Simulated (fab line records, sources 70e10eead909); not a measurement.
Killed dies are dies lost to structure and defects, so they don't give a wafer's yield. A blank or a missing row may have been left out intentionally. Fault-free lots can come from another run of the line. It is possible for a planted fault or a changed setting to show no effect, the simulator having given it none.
What tool caused it? ; flow nand-harc ; 14 lots, 42 wafers sampled, at 5 steps of a route of 1302

WHAT THE GAUGES SHOWED, per wafer
NHARC_A_BONDPAD_CD_MEAS_13.
lot;measured;on;cd-nm (nm)
L765;day 23 13:49;cd-sem-02;500.1 502.6 499.8
L768;day 24 15:35;cd-sem-03;496.9 495.8 500.1
L770;day 25 10:08;cd-sem-02;502.9 500.1 498.0
L772;day 26 06:21;cd-sem-02;500.8 500.1 497.3
L779;day 28 13:49;cd-sem-02;501.5 500.4 500.2
L778;day 28 15:51;cd-sem-01;500.4 505.0 501.3
L781;day 29 05:46;cd-sem-02;500.1 501.3 500.5
L780;day 29 07:04;cd-sem-01;495.2 496.6 501.4
L783;day 30 17:20;cd-sem-03;502.3 502.9 497.9
L782;day 30 21:05;cd-sem-03;496.4 501.4 499.1
L785;day 31 08:01;cd-sem-02;500.4 499.9 500.4
L784;day 31 14:35;cd-sem-01;497.1 496.5 495.7
L786;day 32 05:09;cd-sem-02;501.6 497.4 502.1
L787;day 32 18:58;cd-sem-03;496.1 498.2 500.4

NHARC_END_SORT_01.
lot;measured;on;killed-at-array;killed-at-other;killed-at-periphery;killed-dies;killed-open;killed-short
L770;day 26 16:09;prober-01;115 99 104;0 0 1;8 2 1;123 101 106;6 1 2;3 3 1
L772;day 27 13:10;prober-02;113 87 112;1 2 4;8 8 7;122 97 123;3 0 3;1 1 2

WHAT TOOL EACH LOT RAN ON (gives the tool, then ch and the chambers of the sampled wafers, and finally the start)
lot;NHARC_A_CONTACT_ETCH_136;NHARC_A_BONDPAD_PRE_CLEAN_26;NHARC_A_BONDPAD_PVD_17
L765;har-cap-etch-02 ch 1, day 22 19:54;pvd-sputter-01, no start;pvd-sputter-01, no start
L768;har-cap-etch-01 ch 0,1, day 23 20:29;pvd-sputter-03, no start;pvd-sputter-03, no start
L770;har-cap-etch-02 ch 0,1, day 24 16:11;pvd-sputter-02, day 26 16:09 or earlier;pvd-sputter-02, day 26 16:09 or earlier
L772;har-cap-etch-02 ch 0,1, day 25 10:13;pvd-sputter-02, day 27 13:10 or earlier;pvd-sputter-02, day 27 13:10 or earlier
L779;har-cap-etch-01 ch 1, day 27 20:21;pvd-sputter-01, no start;pvd-sputter-01, no start
L778;har-cap-etch-02 ch 0,1, day 27 21:59;pvd-sputter-02, no start;pvd-sputter-02, no start
L781;har-cap-etch-03 ch 0, day 28 11:49;pvd-sputter-01, no start;pvd-sputter-01, no start
L780;har-cap-etch-01 ch 0,1, day 28 12:41;pvd-sputter-02, no start;pvd-sputter-02, no start
L783;har-cap-etch-01 ch 0,1, day 29 23:20;pvd-sputter-01, no start;pvd-sputter-01, no start
L782;har-cap-etch-02 ch 0,1, day 30 00:23;pvd-sputter-03, no start;pvd-sputter-03, no start
L785;har-cap-etch-01 ch 0,1, day 30 14:02;pvd-sputter-03, no start;pvd-sputter-03, no start
L784;har-cap-etch-01 ch 0,1, day 30 20:20;pvd-sputter-02, no start;pvd-sputter-02, no start
L786;har-cap-etch-03 ch 0,1, day 31 11:35;pvd-sputter-03, no start;pvd-sputter-03, no start
L787;har-cap-etch-01 ch 0,1, day 32 00:51;pvd-sputter-03, no start;pvd-sputter-03, no start
- NHARC_A_CONTACT_ETCH_136: etches the open film in C4F8/O2/Ar, time 311 s, target depth 1912 nm.
- NHARC_A_BONDPAD_PRE_CLEAN_26: time 30 s.
- NHARC_A_BONDPAD_PVD_17: deposits TaN, target thk 5 nm, time 8.06 s.

AS READ BY THE TOOLS THEMSELVES (means over the sampled wafers that have a number; for cases with no such wafer, the mark the record gives instead)
NHARC_A_BONDPAD_PRE_CLEAN_26.
lot;tool;heater-power-w (W)
L765;pvd-sputter-01;395
L768;pvd-sputter-03;388
L770;pvd-sputter-02;405
L772;pvd-sputter-02;402
L779;pvd-sputter-01;384
L778;pvd-sputter-02;378
L781;pvd-sputter-01;398
L780;pvd-sputter-02;387
L783;pvd-sputter-01;396
L782;pvd-sputter-03;395
L785;pvd-sputter-03;396
L784;pvd-sputter-02;394
L786;pvd-sputter-03;396
L787;pvd-sputter-03;379

NHARC_A_BONDPAD_PVD_17.
lot;tool;bias-v (V);chamber-pressure-pa (Pa);throttle-valve-pct (%)
L765;pvd-sputter-01;169.2;0.12010;29.9
L768;pvd-sputter-03;167.4;0.11999;29.6
L770;pvd-sputter-02;169.4;0.12006;30.1
L772;pvd-sputter-02;167.8;0.11990;30.3
L779;pvd-sputter-01;169.3;0.11983;30.3
L778;pvd-sputter-02;169.0;0.11995;29.6
L781;pvd-sputter-01;169.2;0.12009;29.9
L780;pvd-sputter-02;168.6;0.12026;30.3
L783;pvd-sputter-01;169.6;0.12016;30.0
L782;pvd-sputter-03;167.8;0.12015;30.0
L785;pvd-sputter-03;168.8;0.11986;30.2
L784;pvd-sputter-02;169.5;0.11992;30.1
L786;pvd-sputter-03;168.7;0.12004;29.7
L787;pvd-sputter-03;167.8;0.12015;29.8

THE ANSWER, worked out from the rows above alone
Rule: usual is defined by the lots themselves. The widest of any qualifying gaps counts: lots, ordered by their means at a reading, are off when they make up no more than a third of the lots, leave a main group of 4 or more, and stand apart from it by 3 or more times the standard deviation of that group's means. Not used: any main group whose means are identical at the precision the tables above print for the reading. Also off: a lot with no number at a reading for which 4 or more lots have one. All remaining lots with rows at the step are treated as sound. Order of review: gauges by route order, followed by the tools' own readings, for which a lot's mean as printed above is used. At the first step where some lot is off, the reading lying furthest off is the one used; lots without a number count as furthest.
None of the lots is off at any reading shown; this tells nothing.

WHAT WAS PUT IN BY THE SIMULATOR
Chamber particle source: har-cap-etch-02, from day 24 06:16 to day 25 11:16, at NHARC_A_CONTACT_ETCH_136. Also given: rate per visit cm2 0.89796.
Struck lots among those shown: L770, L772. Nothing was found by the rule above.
